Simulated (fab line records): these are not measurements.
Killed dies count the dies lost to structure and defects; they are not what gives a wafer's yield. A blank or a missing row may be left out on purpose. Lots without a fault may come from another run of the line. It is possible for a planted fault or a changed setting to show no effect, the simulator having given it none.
fab line records || flow n5_finfet
record: {"lots": 7, "wafers": 39}
route steps=1938 shown DUMMY_GATE@220 GATE_CUT@469
start_h: hours from the record's first day to the start of the lot's first wafer shown || wait_h: hours since the lot's step before || " as in the row above || L1.1+2: one row covering several wafers at once || - value missing, or start not given || * or withheld: withheld || < > ~ a bound
route shown NAME@n: a module of which the file shows steps, and the number in the route of the first || usual: mean and standard deviation over wafers with no fault || same: alike in all rows || chamber/n: place in a boat || sites: each site's reading || _std_site: standard deviation across them || _edge_site: inner sites' mean taken away from outer sites' mean || radius_mm: for every site, how far away it sits from the centre of the wafer || mask NAME#n: copy n || behind: the most recent tool/chamber to have shaped the wafer || hold: why the lot was held/for how many hours/how that ended || device: transistor that didn't switch, given as n, p or np || end of line: at the end of the route, the tests of the same wafers || where a step has no rows: the recipe by itself || killed: not the wafer's yield, but the dies lost to structure and defects at the first sort || map: shows each die of a wafer: x if killed, . if not, _ if none is there
set.NAME: the setting the step ran with; set.NAME@STEP: the setting that earlier step ran with || model.NAME: the simulator's own value behind a step, which no gauge read
lots where settings were altered on purpose, with a table for each step and a row for each wafer
== steps ==
step: N5_DUMMY_GATE_HM_DEP_06
recipe: {"material": "SiNx", "target_thk_a": 800, "precursor": "DCS/NH3", "temp_c": 700, "pressure_mtorr": 300, "time_s": 5141}
{"lot.wafer": "L075.1+6", "tool": "-", "chamber": "-", "start_h": "-", "wait_h": 0.0, "set.time_s": 5852, "model.SiNx_of_DUMMY_GATE_HM_DEP_06.thk_nm": 90.8}
{"lot.wafer": "L075.2", "tool": "-", "chamber": "-", "start_h": "-", "wait_h": 0.0, "set.time_s": 5852, "model.SiNx_of_DUMMY_GATE_HM_DEP_06.thk_nm": 91.2}
{"lot.wafer": "L075.3", "tool": "-", "chamber": "-", "start_h": "-", "wait_h": 0.0, "set.time_s": 5852, "model.SiNx_of_DUMMY_GATE_HM_DEP_06.thk_nm": 91.6}
{"lot.wafer": "L075.4", "tool": "-", "chamber": "-", "start_h": "-", "wait_h": 0.0, "set.time_s": 5852, "model.SiNx_of_DUMMY_GATE_HM_DEP_06.thk_nm": 90}
{"lot.wafer": "L075.5", "tool": "-", "chamber": "-", "start_h": "-", "wait_h": 0.0, "set.time_s": 5852, "model.SiNx_of_DUMMY_GATE_HM_DEP_06.thk_nm": 91.4}
{"lot.wafer": "L081.1+2+3+4", "tool": "-", "chamber": "-", "start_h": "-", "wait_h": 0.0, "set.time_s": 5141, "model.SiNx_of_DUMMY_GATE_HM_DEP_06.thk_nm": 79.8}
{"lot.wafer": "L081.5", "tool": "-", "chamber": "-", "start_h": "-", "wait_h": 0.0, "set.time_s": 5141, "model.SiNx_of_DUMMY_GATE_HM_DEP_06.thk_nm": 80.2}
{"lot.wafer": "L081.6", "tool": "-", "chamber": "-", "start_h": "-", "wait_h": 0.0, "set.time_s": 5141, "model.SiNx_of_DUMMY_GATE_HM_DEP_06.thk_nm": 80}
{"lot.wafer": "L084.1+2", "tool": "-", "chamber": "-", "start_h": "-", "wait_h": 0.0, "set.time_s": 4656, "model.SiNx_of_DUMMY_GATE_HM_DEP_06.thk_nm": 72.8}
{"lot.wafer": "L084.3", "tool": "-", "chamber": "-", "start_h": "-", "wait_h": 0.0, "set.time_s": 4656, "model.SiNx_of_DUMMY_GATE_HM_DEP_06.thk_nm": 73}
{"lot.wafer": "L084.4+5", "tool": "-", "chamber": "-", "start_h": "-", "wait_h": 0.0, "set.time_s": 4656, "model.SiNx_of_DUMMY_GATE_HM_DEP_06.thk_nm": 72.4}
{"lot.wafer": "L084.6", "tool": "-", "chamber": "-", "start_h": "-", "wait_h": 0.0, "set.time_s": 4656, "model.SiNx_of_DUMMY_GATE_HM_DEP_06.thk_nm": 72.6}
{"lot.wafer": "L087.1+2+6", "tool": "-", "chamber": "-", "start_h": "-", "wait_h": 0.0, "set.time_s": 5475, "model.SiNx_of_DUMMY_GATE_HM_DEP_06.thk_nm": 84.6}
{"lot.wafer": "L087.3+4", "tool": "-", "chamber": "-", "start_h": "-", "wait_h": 0.0, "set.time_s": 5475, "model.SiNx_of_DUMMY_GATE_HM_DEP_06.thk_nm": 84.8}
{"lot.wafer": "L087.5", "tool": "-", "chamber": "-", "start_h": "-", "wait_h": 0.0, "set.time_s": 5475, "model.SiNx_of_DUMMY_GATE_HM_DEP_06.thk_nm": 84}
{"lot.wafer": "L090.1", "tool": "-", "chamber": "-", "start_h": "-", "wait_h": 0.0, "set.time_s": 5363, "model.SiNx_of_DUMMY_GATE_HM_DEP_06.thk_nm": 83.4}
{"lot.wafer": "L090.2", "tool": "-", "chamber": "-", "start_h": "-", "wait_h": 0.0, "set.time_s": 5363, "model.SiNx_of_DUMMY_GATE_HM_DEP_06.thk_nm": 82.2}
{"lot.wafer": "L090.3+5", "tool": "-", "chamber": "-", "start_h": "-", "wait_h": 0.0, "set.time_s": 5363, "model.SiNx_of_DUMMY_GATE_HM_DEP_06.thk_nm": 83}
{"lot.wafer": "L090.4", "tool": "-", "chamber": "-", "start_h": "-", "wait_h": 0.0, "set.time_s": 5363, "model.SiNx_of_DUMMY_GATE_HM_DEP_06.thk_nm": 83.2}
{"lot.wafer": "L090.6", "tool": "-", "chamber": "-", "start_h": "-", "wait_h": 0.0, "set.time_s": 5363, "model.SiNx_of_DUMMY_GATE_HM_DEP_06.thk_nm": 82.6}
{"lot.wafer": "L093.1", "tool": "lpcvd-01", "chamber": "1/90", "start_h": 157.43, "wait_h": 0.0, "set.time_s": 5141, "model.SiNx_of_DUMMY_GATE_HM_DEP_06.thk_nm": 81.2}
{"lot.wafer": "L093.3", "tool": "lpcvd-01", "chamber": "1/100", "start_h": 157.43, "wait_h": 0.0, "set.time_s": 5141, "model.SiNx_of_DUMMY_GATE_HM_DEP_06.thk_nm": 81}
{"lot.wafer": "L093.6", "tool": "lpcvd-01", "chamber": "1/114", "start_h": 157.43, "wait_h": 0.0, "set.time_s": 5141, "model.SiNx_of_DUMMY_GATE_HM_DEP_06.thk_nm": 80.8}
{"lot.wafer": "L096.1", "tool": "-", "chamber": "-", "start_h": "-", "wait_h": 0.0, "set.time_s": 4905, "model.SiNx_of_DUMMY_GATE_HM_DEP_06.thk_nm": 76.2}
{"lot.wafer": "L096.2", "tool": "-", "chamber": "-", "start_h": "-", "wait_h": 0.0, "set.time_s": 4905, "model.SiNx_of_DUMMY_GATE_HM_DEP_06.thk_nm": 77}
{"lot.wafer": "L096.3", "tool": "-", "chamber": "-", "start_h": "-", "wait_h": 0.0, "set.time_s": 4905, "model.SiNx_of_DUMMY_GATE_HM_DEP_06.thk_nm": 75.8}
{"lot.wafer": "L096.4+5+6", "tool": "-", "chamber": "-", "start_h": "-", "wait_h": 0.0, "set.time_s": 4905, "model.SiNx_of_DUMMY_GATE_HM_DEP_06.thk_nm": 76.8}
step: N5_DUMMY_GATE_ETCH_37
recipe: {"chemistry": "N2/H2", "target": "SOC", "target_depth_a": 600, "overetch_a": 300, "temp_c": 40, "ion_energy_ev": 200, "pressure_mtorr": 30, "source_w": 840, "bias_w": 150, "n2_flow_sccm": 200, "h2_flow_sccm": 200}
usual: {"rf_vpp_V": "524.0/2.5"}
{"lot.wafer": "L075.1", "tool": "rie_diel-01", "chamber": 1, "start_h": 52.70, "wait_h": 0.0, "set.source_w": 972.5, "rf_vpp_V": 498.8}
{"lot.wafer": "L075.2", "tool": "rie_diel-01", "chamber": 2, "start_h": 52.70, "wait_h": 0.0, "set.source_w": 972.5, "rf_vpp_V": 500.7}
{"lot.wafer": "L075.3", "tool": "rie_diel-01", "chamber": 0, "start_h": 52.70, "wait_h": 0.0, "set.source_w": 840, "rf_vpp_V": 524.7}
{"lot.wafer": "L075.4", "tool": "rie_diel-01", "chamber": 3, "start_h": 52.70, "wait_h": 0.0, "set.source_w": 840, "rf_vpp_V": 521.3}
{"lot.wafer": "L075.5", "tool": "rie_diel-01", "chamber": 0, "start_h": 52.70, "wait_h": 0.0, "set.source_w": 840, "rf_vpp_V": 524.7}
{"lot.wafer": "L075.6", "tool": "rie_diel-01", "chamber": 1, "start_h": 52.70, "wait_h": 0.0, "set.source_w": 972.5, "rf_vpp_V": 499.7}
{"lot.wafer": "L081.1", "tool": "rie_diel-01", "chamber": 3, "start_h": 87.19, "wait_h": 0.0, "set.source_w": 840, "rf_vpp_V": 521.3}
{"lot.wafer": "L081.2", "tool": "rie_diel-01", "chamber": 2, "start_h": 87.19, "wait_h": 0.0, "set.source_w": 840, "rf_vpp_V": 528.6}
{"lot.wafer": "L081.3", "tool": "rie_diel-01", "chamber": 1, "start_h": 87.19, "wait_h": 0.0, "set.source_w": 840, "rf_vpp_V": 522.6}
{"lot.wafer": "L081.4", "tool": "rie_diel-01", "chamber": 0, "start_h": 87.19, "wait_h": 0.0, "set.source_w": 840, "rf_vpp_V": 524.0}
{"lot.wafer": "L081.5", "tool": "rie_diel-01", "chamber": 3, "start_h": 87.19, "wait_h": 0.0, "set.source_w": 840, "rf_vpp_V": 520.0}
{"lot.wafer": "L081.6", "tool": "rie_diel-01", "chamber": 2, "start_h": 87.19, "wait_h": 0.0, "set.source_w": 840, "rf_vpp_V": 526.7}
{"lot.wafer": "L084.1", "tool": "rie_diel-02", "chamber": 0, "start_h": 108.28, "wait_h": 0.0, "set.source_w": 840, "rf_vpp_V": 522.6}
{"lot.wafer": "L084.2", "tool": "rie_diel-02", "chamber": 1, "start_h": 108.28, "wait_h": 0.0, "set.source_w": 840, "rf_vpp_V": 526.1}
{"lot.wafer": "L084.3", "tool": "rie_diel-02", "chamber": 2, "start_h": 108.28, "wait_h": 0.0, "set.source_w": 792.9, "rf_vpp_V": 534.3}
{"lot.wafer": "L084.4", "tool": "rie_diel-02", "chamber": 2, "start_h": 108.28, "wait_h": 0.0, "set.source_w": 840, "rf_vpp_V": 523.3}
{"lot.wafer": "L084.5", "tool": "rie_diel-02", "chamber": 0, "start_h": 108.28, "wait_h": 0.0, "set.source_w": 792.9, "rf_vpp_V": 530.7}
{"lot.wafer": "L084.6", "tool": "rie_diel-02", "chamber": 1, "start_h": 108.28, "wait_h": 0.0, "set.source_w": 792.9, "rf_vpp_V": 537.5}
{"lot.wafer": "L087.1", "tool": "rie_diel-02", "chamber": 3, "start_h": 125.89, "wait_h": 0.0, "set.source_w": 840, "rf_vpp_V": 527.2}
{"lot.wafer": "L087.2", "tool": "rie_diel-02", "chamber": 2, "start_h": 125.89, "wait_h": 0.0, "set.source_w": 840, "rf_vpp_V": 524.3}
{"lot.wafer": "L087.3", "tool": "rie_diel-02", "chamber": 1, "start_h": 125.89, "wait_h": 0.0, "set.source_w": 840, "rf_vpp_V": 525.8}
{"lot.wafer": "L087.4", "tool": "rie_diel-02", "chamber": 0, "start_h": 125.89, "wait_h": 0.0, "set.source_w": 840, "rf_vpp_V": 522.2}
{"lot.wafer": "L087.5", "tool": "rie_diel-02", "chamber": 0, "start_h": 125.89, "wait_h": 0.0, "set.source_w": 840, "rf_vpp_V": 521.7}
{"lot.wafer": "L087.6", "tool": "rie_diel-02", "chamber": 3, "start_h": 125.89, "wait_h": 0.0, "set.source_w": 840, "rf_vpp_V": 529.7}
{"lot.wafer": "L090.1", "tool": "rie_diel-01", "chamber": 2, "start_h": 143.86, "wait_h": 0.0, "set.source_w": 840, "rf_vpp_V": 528.1}
{"lot.wafer": "L090.2", "tool": "rie_diel-01", "chamber": 0, "start_h": 143.86, "wait_h": 0.0, "set.source_w": 777.1, "rf_vpp_V": 537.0}
{"lot.wafer": "L090.3", "tool": "rie_diel-01", "chamber": 3, "start_h": 143.86, "wait_h": 0.0, "set.source_w": 840, "rf_vpp_V": 521.2}
{"lot.wafer": "L090.4", "tool": "rie_diel-01", "chamber": 1, "start_h": 143.86, "wait_h": 0.0, "set.source_w": 777.1, "rf_vpp_V": 536.7}
{"lot.wafer": "L090.5", "tool": "rie_diel-01", "chamber": 0, "start_h": 143.86, "wait_h": 0.0, "set.source_w": 840, "rf_vpp_V": 524.5}
{"lot.wafer": "L090.6", "tool": "rie_diel-01", "chamber": 3, "start_h": 143.86, "wait_h": 0.0, "set.source_w": 777.1, "rf_vpp_V": 533.0}
{"lot.wafer": "L093.1", "tool": "rie_diel-01", "chamber": 0, "start_h": 162.22, "wait_h": 0.0, "set.source_w": 840, "rf_vpp_V": 524.3}
{"lot.wafer": "L093.3", "tool": "rie_diel-01", "chamber": 1, "start_h": 162.22, "wait_h": 0.0, "set.source_w": 840, "rf_vpp_V": 523.6}
{"lot.wafer": "L093.6", "tool": "rie_diel-01", "chamber": 3, "start_h": 162.22, "wait_h": 0.0, "set.source_w": 840, "rf_vpp_V": 520.6}
{"lot.wafer": "L096.1", "tool": "rie_diel-01", "chamber": 3, "start_h": 184.30, "wait_h": 0.0, "set.source_w": 840, "rf_vpp_V": 520.0}
{"lot.wafer": "L096.2", "tool": "rie_diel-01", "chamber": 2, "start_h": 184.30, "wait_h": 0.0, "set.source_w": 734.2, "rf_vpp_V": 550.3}
{"lot.wafer": "L096.3", "tool": "rie_diel-01", "chamber": 1, "start_h": 184.30, "wait_h": 0.0, "set.source_w": 734.2, "rf_vpp_V": 548.7}
{"lot.wafer": "L096.4", "tool": "rie_diel-01", "chamber": 0, "start_h": 184.30, "wait_h": 0.0, "set.source_w": 840, "rf_vpp_V": 523.7}
{"lot.wafer": "L096.5", "tool": "rie_diel-01", "chamber": 0, "start_h": 184.30, "wait_h": 0.0, "set.source_w": 734.2, "rf_vpp_V": 547.3}
{"lot.wafer": "L096.6", "tool": "rie_diel-01", "chamber": 3, "start_h": 184.30, "wait_h": 0.0, "set.source_w": 840, "rf_vpp_V": 520.2}
step: N5_GATE_CUT_ETCH_58
recipe: {"chemistry": "CH3F/O2", "target": "SiNx", "target_depth_a": 170, "time_s": 128.6, "ion_energy_ev": 50, "pressure_mtorr": 30, "source_w": 415, "bias_w": 21, "Ar_flow_sccm": 150, "CH3F_flow_sccm": 30, "O2_flow_sccm": 20}
{"lot.wafer": "L075.1", "tool": "rie_diel-03", "chamber": 0, "start_h": 88.05, "wait_h": 0.0, "set.time_s": 128.6, "model.etch.depth_nm": 17.07}
{"lot.wafer": "L075.2", "tool": "rie_diel-03", "chamber": 3, "start_h": 88.05, "wait_h": 0.0, "set.time_s": 116.1, "model.etch.depth_nm": 15.08}
{"lot.wafer": "L075.3", "tool": "rie_diel-03", "chamber": 2, "start_h": 88.05, "wait_h": 0.0, "set.time_s": 128.6, "model.etch.depth_nm": 17.11}
{"lot.wafer": "L075.4", "tool": "rie_diel-03", "chamber": 1, "start_h": 88.05, "wait_h": 0.0, "set.time_s": 116.1, "model.etch.depth_nm": 15.81}
{"lot.wafer": "L075.5", "tool": "rie_diel-03", "chamber": 2, "start_h": 88.05, "wait_h": 0.0, "set.time_s": 116.1, "model.etch.depth_nm": 15.48}
{"lot.wafer": "L075.6", "tool": "rie_diel-03", "chamber": 1, "start_h": 88.05, "wait_h": 0.0, "set.time_s": 128.6, "model.etch.depth_nm": 17.31}
{"lot.wafer": "L081.1", "tool": "rie_diel-01", "chamber": 3, "start_h": 122.60, "wait_h": 0.0, "set.time_s": 128.6, "model.etch.depth_nm": 17.04}
{"lot.wafer": "L081.2", "tool": "rie_diel-01", "chamber": 0, "start_h": 122.60, "wait_h": 0.0, "set.time_s": 128.6, "model.etch.depth_nm": 16.79}
{"lot.wafer": "L081.3", "tool": "rie_diel-01", "chamber": 1, "start_h": 122.60, "wait_h": 0.0, "set.time_s": 128.6, "model.etch.depth_nm": 16.45}
{"lot.wafer": "L081.4", "tool": "rie_diel-01", "chamber": 2, "start_h": 122.60, "wait_h": 0.0, "set.time_s": 128.6, "model.etch.depth_nm": 16.72}
{"lot.wafer": "L081.5", "tool": "rie_diel-01", "chamber": 0, "start_h": 122.60, "wait_h": 0.0, "set.time_s": 128.6, "model.etch.depth_nm": 16.69}
{"lot.wafer": "L081.6", "tool": "rie_diel-01", "chamber": 3, "start_h": 122.60, "wait_h": 0.0, "set.time_s": 128.6, "model.etch.depth_nm": 17.11}
{"lot.wafer": "L084.1", "tool": "rie_diel-01", "chamber": 3, "start_h": 142.16, "wait_h": 0.0, "set.time_s": 138.9, "model.etch.depth_nm": 18.74}
{"lot.wafer": "L084.2", "tool": "rie_diel-01", "chamber": 2, "start_h": 142.16, "wait_h": 0.0, "set.time_s": 128.6, "model.etch.depth_nm": 17}
{"lot.wafer": "L084.3+5", "tool": "rie_diel-01", "chamber": "1,0", "start_h": 142.16, "wait_h": 0.0, "set.time_s": 128.6, "model.etch.depth_nm": 16.88}
{"lot.wafer": "L084.4", "tool": "rie_diel-01", "chamber": 0, "start_h": 142.16, "wait_h": 0.0, "set.time_s": 138.9, "model.etch.depth_nm": 18.24}
{"lot.wafer": "L084.6", "tool": "rie_diel-01", "chamber": 3, "start_h": 142.16, "wait_h": 0.0, "set.time_s": 138.9, "model.etch.depth_nm": 18.46}
{"lot.wafer": "L087.1", "tool": "rie_diel-03", "chamber": 0, "start_h": 161.84, "wait_h": 0.2, "set.time_s": 102.8, "model.etch.depth_nm": 13.7}
{"lot.wafer": "L087.2", "tool": "rie_diel-03", "chamber": 3, "start_h": 161.84, "wait_h": 0.2, "set.time_s": 128.6, "model.etch.depth_nm": 16.75}
{"lot.wafer": "L087.3", "tool": "rie_diel-03", "chamber": 2, "start_h": 161.84, "wait_h": 0.2, "set.time_s": 128.6, "model.etch.depth_nm": 17.21}
{"lot.wafer": "L087.4", "tool": "rie_diel-03", "chamber": 2, "start_h": 161.84, "wait_h": 0.2, "set.time_s": 128.6, "model.etch.depth_nm": 17.14}
{"lot.wafer": "L087.5", "tool": "rie_diel-03", "chamber": 0, "start_h": 161.84, "wait_h": 0.2, "set.time_s": 102.8, "model.etch.depth_nm": 13.75}
{"lot.wafer": "L087.6", "tool": "rie_diel-03", "chamber": 3, "start_h": 161.84, "wait_h": 0.2, "set.time_s": 102.8, "model.etch.depth_nm": 13.45}
{"lot.wafer": "L090.1", "tool": "rie_diel-01", "chamber": 1, "start_h": 176.73, "wait_h": 0.1, "set.time_s": 128.6, "model.etch.depth_nm": 16.77}
{"lot.wafer": "L090.2", "tool": "rie_diel-01", "chamber": 2, "start_h": 176.73, "wait_h": 0.1, "set.time_s": 128.6, "model.etch.depth_nm": 17.07}
{"lot.wafer": "L090.3", "tool": "rie_diel-01", "chamber": 0, "start_h": 176.73, "wait_h": 0.1, "set.time_s": 128.6, "model.etch.depth_nm": 17.03}
{"lot.wafer": "L090.4", "tool": "rie_diel-01", "chamber": 3, "start_h": 176.73, "wait_h": 0.1, "set.time_s": 128.6, "model.etch.depth_nm": 17.25}
{"lot.wafer": "L090.5", "tool": "rie_diel-01", "chamber": 1, "start_h": 176.73, "wait_h": 0.1, "set.time_s": 128.6, "model.etch.depth_nm": 16.79}
{"lot.wafer": "L090.6", "tool": "rie_diel-01", "chamber": 2, "start_h": 176.73, "wait_h": 0.1, "set.time_s": 128.6, "model.etch.depth_nm": 16.99}
{"lot.wafer": "L093.1", "tool": "rie_diel-01", "chamber": 3, "start_h": 195.92, "wait_h": 0.0, "set.time_s": 128.6, "model.etch.depth_nm": 17.25}
{"lot.wafer": "L093.3", "tool": "rie_diel-01", "chamber": 1, "start_h": 195.92, "wait_h": 0.0, "set.time_s": 128.6, "model.etch.depth_nm": 16.98}
{"lot.wafer": "L093.6", "tool": "rie_diel-01", "chamber": 2, "start_h": 195.92, "wait_h": 0.0, "set.time_s": 128.6, "model.etch.depth_nm": 17.15}
{"lot.wafer": "L096.1", "tool": "rie_diel-03", "chamber": 3, "start_h": 218.36, "wait_h": 0.0, "set.time_s": 128.6, "model.etch.depth_nm": 16.99}
{"lot.wafer": "L096.2", "tool": "rie_diel-03", "chamber": 2, "start_h": 218.36, "wait_h": 0.0, "set.time_s": 128.6, "model.etch.depth_nm": 17.37}
{"lot.wafer": "L096.3+6", "tool": "rie_diel-03", "chamber": 1, "start_h": 218.36, "wait_h": 0.0, "set.time_s": 128.6, "model.etch.depth_nm": 17.72}
{"lot.wafer": "L096.4", "tool": "rie_diel-03", "chamber": 2, "start_h": 218.36, "wait_h": 0.0, "set.time_s": 128.6, "model.etch.depth_nm": 17.17}
{"lot.wafer": "L096.5", "tool": "rie_diel-03", "chamber": 3, "start_h": 218.36, "wait_h": 0.0, "set.time_s": 128.6, "model.etch.depth_nm": 16.8}
== key ==
split: {"step": "N5_DUMMY_GATE_HM_DEP_06", "setting": "time_s", "stated": 5141, "by": "lot"}
response: {"step": "N5_DUMMY_GATE_HM_DEP_06", "reading": "model.SiNx_of_DUMMY_GATE_HM_DEP_06.thk_nm", "change": "+0.77", "per": "1%", "r": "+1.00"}
split: {"step": "N5_DUMMY_GATE_ETCH_37", "setting": "source_w", "stated": 840, "by": "wafer"}
response: {"step": "N5_DUMMY_GATE_ETCH_37", "reading": "rf_vpp_V", "change": -1.74, "per": "1%", "r": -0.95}
split: {"step": "N5_GATE_CUT_ETCH_58", "setting": "time_s", "stated": 128.6, "by": "wafer"}
response: {"step": "N5_GATE_CUT_ETCH_58", "reading": "model.etch.depth_nm", "change": "+0.173", "per": "1%", "r": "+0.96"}
